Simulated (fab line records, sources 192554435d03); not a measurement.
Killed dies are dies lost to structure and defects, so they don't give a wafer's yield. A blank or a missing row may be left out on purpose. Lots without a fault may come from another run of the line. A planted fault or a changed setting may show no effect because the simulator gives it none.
A struck lot beside a sound one | flow n5_finfet | 37 steps out of a route of 1938
Sound: wafers L191.2, L191.4, L191.6. Struck: wafer L194.4. (L194.2, L194.5 of the same lot were not struck and are left out.) The cause comes at the end.
At each step with rows: each side's tool, then ch and its chambers, then its first start. Under that, the readings that differ: sound wafers | struck wafers | difference of the means | sigmas: that difference in standard deviations of wafers without a fault.
alike: readings whose means differ by less than 2 such deviations, and words and numbers that are the same on both sides. not compared: withheld readings, readings that some wafer has no value for, bounds like >300 that may hide the same value, and numbers for which the record gives no deviation and whose values overlap.
The two part at a step that has a row with sigmas, a row that says differs or no value, or rows on one side only. Numbers that don't overlap but have no deviation are shown without sigmas and don't part them. A reading that every wafer of one side lacks parts them only if that side has two wafers or more.

first, 11 steps without rows for these wafers: N5_BEOL_M11_HM_STRIP_39 (strips TiN in peroxide tin strip, target depth 25 nm, time 158 s); N5_BEOL_M11_SRD_40 (time 30 s); N5_BEOL_M11_PRECLEAN_42 (cleans in residue remover, time 60 s); N5_BEOL_M11_SRD_43 (time 30 s); N5_BEOL_M11_CURE_72 (cures SiCOH lowk, time 120 s); N5_BEOL_M11_DEGAS_44 (time 60 s); N5_BEOL_M11_PRE_CLEAN_45 (time 30 s); N5_BEOL_M11_ALD_74 (deposits TaN, target thk 2 nm, pulse time 2 s, purge time 3 s); N5_BEOL_M11_SURFACE_TREAT_76; N5_BEOL_M11_CVD_75 (deposits Co from CCTBA/H2, target thk 2 nm, time 138.9 s); N5_BEOL_M11_SPUTTER_48 (material Cu, target thk 12 nm, time 2 s).
N5_BEOL_M11_ECD_50: material Cu, target thk 318 nm.
  sound on ecd_cu-02 ch 0,1, day 13 00:07; struck on ecd_cu-02 ch 0, day 14 04:52
  reading                                 | sound           | struck | difference | sigmas
  model.Cu_of_BEOL_M11_ECD_50.thk_nm (nm) | 319.2 316 316.8 | 98.8   | -218.5     |
then, 1 step without rows for these wafers: N5_BEOL_M11_ANNEAL_51 (time 90 s).
N5_BEOL_M11_CMP_52: polishes, stops on SiCOH lowk, t overpolish 7 s, target thk 140 nm.
  sound on cmp-03 ch 1,3, day 13 00:47; struck on cmp-03 ch 3, day 14 05:29
  reading                                 | sound             | struck | difference | sigmas
  time_to_endpoint_s (s)                  | 61 54 56          | 16     | -41        | -10
  model.Cu_of_BEOL_M11_ECD_50.thk_nm (nm) | 138.4 130.6 137.6 | 98.8   | -36.7      |
  alike: motor_current_A, platen_rpm
N5_BEOL_M11_THK_MEAS_53: measures by xrf.
  sound on film_metro-02, day 13 01:05; struck on film_metro-02, day 14 05:47
  reading      | sound       | struck | difference | sigmas
  M11_THK (nm) | 140 132 138 | 99     | -38        | -11
then, 2 steps without rows for these wafers: N5_BEOL_M11_PRE_CLEAN_55 (time 15 s); N5_BEOL_M11_DEP_56 (deposits SiCN from 3MS/NH3, target thk 30 nm, time 10.5 s).
N5_BEOL_M11_RS_MEAS_57: measures by four-point-probe.
  sound on film_metro-01, day 13 01:12; struck on film_metro-02, day 14 05:55
  reading         | sound             | struck | difference | sigmas
  M11_RS (ohm/sq) | 0.153 0.163 0.154 | 0.223  | +0.066     | +16
then, 17 steps without rows for these wafers: N5_BEOL_M12_ILD_DEP_00 (deposits SiOC from DEMS/O2, target thk 658.92 nm, time 130.7 s); N5_BEOL_M12_COAT_58 (time 60 s, resist thk 89 nm); N5_BEOL_M12_COAT_04 (resist thk 400 nm); N5_BEOL_M12_EBR_06; N5_BEOL_M12_SOFTBAKE_05 (time 60 s); N5_BEOL_M12_EXPOSE_07 (exposes mask V11); N5_BEOL_M12_PEB_08 (peb time 90 s); N5_BEOL_M12_DEVELOP_09 (develop time 45 s); N5_BEOL_M12_HARDBAKE_14 (time 120 s); N5_BEOL_M12_DESCUM_15 (chemistry O2, time 7.9 s); N5_BEOL_M12_ETCH_59 (etches BARC in N2/H2, target depth 89 nm, overetch 26.7 nm, time 67.9 s); N5_BEOL_M12_VIA_ETCH_16 (etches SiOC in C4F8/O2/Ar, target depth 724.8 nm); N5_BEOL_M12_STRIP_63 (strips in N2/H2); N5_BEOL_M12_STRIP_64 (strips in N2/H2); N5_BEOL_M12_STRIP_71 (strips in post etch residue remover, time 60 s); N5_BEOL_M12_SRD_72 (time 30 s, dry time 30 s); N5_BEOL_M12_COAT_65 (time 60 s, resist thk 300 nm).
N5_BEOL_M15_RC_MEAS_101:
  sound on prober-02 ch 0, day 14 03:54; struck on prober-01 ch 0, day 15 10:07
  reading                    | sound                 | struck  | difference | sigmas
  COMB_M15 (S/m)             | 4.3e-12 4e-12 3.8e-12 | 2.4e-12 | -1.6e-12   | -2
  COMB_M8 (S/m)              | 4e-11 3.9e-11 3.6e-11 | 2.2e-11 | -1.6e-11   | -3
  SERP_M11 (ohm/um)          | 3.13 3.31 3.18        | 4.61    | +1.40      | +15
  SERP_M11_max_site (ohm/um) | 3.20 3.48 3.25        | 4.71    | +1.40      | +13
  SERP_M12 (ohm/um)          | 0.634 0.621 0.623     | 0.673   | +0.047     | +2
  SERP_M14 (ohm/um)          | 0.151 0.155 0.152     | 0.167   | +0.014     | +2
  alike: COMB_M10, COMB_M12, COMB_M13, COMB_M13_max_site, COMB_M14, COMB_M5, COMB_M5_max_site, COMB_M6, COMB_M7, COMB_M9, COMB_M9_max_site, SERP_M10, SERP_M13, SERP_M5, SERP_M6, SERP_M6_max_site, SERP_M7, SERP_M8, SERP_M9
N5_PASSIVATION_PROBE_49:
  sound on prober-02, day 14 16:30; struck on prober-02, day 16 00:25
  reading            | sound    | struck | difference | sigmas
  killed_at_M0_to_M3 | 70 48 45 | 23     | -31        | -3
  killed_at_M4_up    | 13 18 15 | 28     | +13        | +2
  killed_at_other    | 4 2 2    | 10     | +7         | +3
  alike: defect_limited_yield, killed_at_contacts, killed_at_front_end, killed_dies, killed_on_rim, killed_open, killed_short, sort_bin_4_leakage, sort_bin_5_function, sort_bin_6_memory, sort_bin_8_speed, sort_n_pass

WHERE THEY PART
First at N5_BEOL_M11_CMP_52; last, within this record, at N5_PASSIVATION_PROBE_49.

WHY: what the simulator had put in
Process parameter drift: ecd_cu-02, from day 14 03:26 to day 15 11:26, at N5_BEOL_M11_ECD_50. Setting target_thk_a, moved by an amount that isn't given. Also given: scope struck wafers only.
